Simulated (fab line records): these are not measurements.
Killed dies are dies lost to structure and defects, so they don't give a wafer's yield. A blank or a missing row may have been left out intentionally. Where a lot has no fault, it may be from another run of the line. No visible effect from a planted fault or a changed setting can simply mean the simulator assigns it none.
Matching of chambers    flow nandHarc    3 sister chambers for NHARC_A_CONTACT_DEP_85 on pecvd-01
The step deposits SiON, target thk 50 nm. 22 wafers are shown with their chamber, then 11 later ones without.

== WAFERS, EACH WITH ITS CHAMBER ==
wafer   chamber  heaterPowerW (W)
L074.2  1        718
L074.4  2        706
L074.5  0        914
L076.1  1        702
L076.2  2        760
L076.5  2        774
L081.1  0        1017
L081.4  1        592
L081.6  0        1020
L081.2  2        755
L081.3  1        605
L081.5  2        760
L084.1  1        580
L084.2  0        961
L084.3  2        659
L087.3  0        1037
L087.4  1        667
L087.5  1        692
L090.2  1        689
L090.3  0        872
L090.4  1        670
L091.3  2        785

SIGNATURES (means of the wafers above)
reading       chamber 0  chamber 1  chamber 2  scatter within a chamber
heaterPowerW  970.17     657.22     742.71     53.8
Rule: for a wafer and a chamber, the distance is found by dividing, reading by reading, the gap between the wafer's reading and the chamber's mean by the reading's scatter, squaring, summing and taking the root. If the next closest chamber is less than 2 further off than the closest, the wafer can't be placed; otherwise it belongs to the closest. The scatter: take each reading less its chamber's mean, square it, sum over the shown wafers, divide by the number of wafers less the number of chambers, and take the root.

== WAFERS WITHOUT THEIR CHAMBER ==
wafer   heaterPowerW (W)
L091.4  788
L091.5  1023
L091.1  988
L091.2  658
L091.6  649
L096.1  1033
L096.3  743
L096.4  732
L097.3  761
L097.4  874
L097.6  600

== EACH ONE'S CHAMBER ==
wafer   from the rows above      in truth
L091.4  can't be placed: 2 or 1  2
L091.5  0                        0
L091.1  0                        0
L091.2  can't be placed: 1 or 2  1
L091.6  can't be placed: 1 or 2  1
L096.1  0                        0
L096.3  can't be placed: 2 or 1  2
L096.4  can't be placed: 2 or 1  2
L097.3  can't be placed: 2 or 1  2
L097.4  can't be placed: 0 or 2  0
L097.6  can't be placed: 1 or 2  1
Placed correctly: 3 of 11. Not placeable from these rows: 8 (in 8, the candidates include the true chamber). Number placed wrongly: 0.
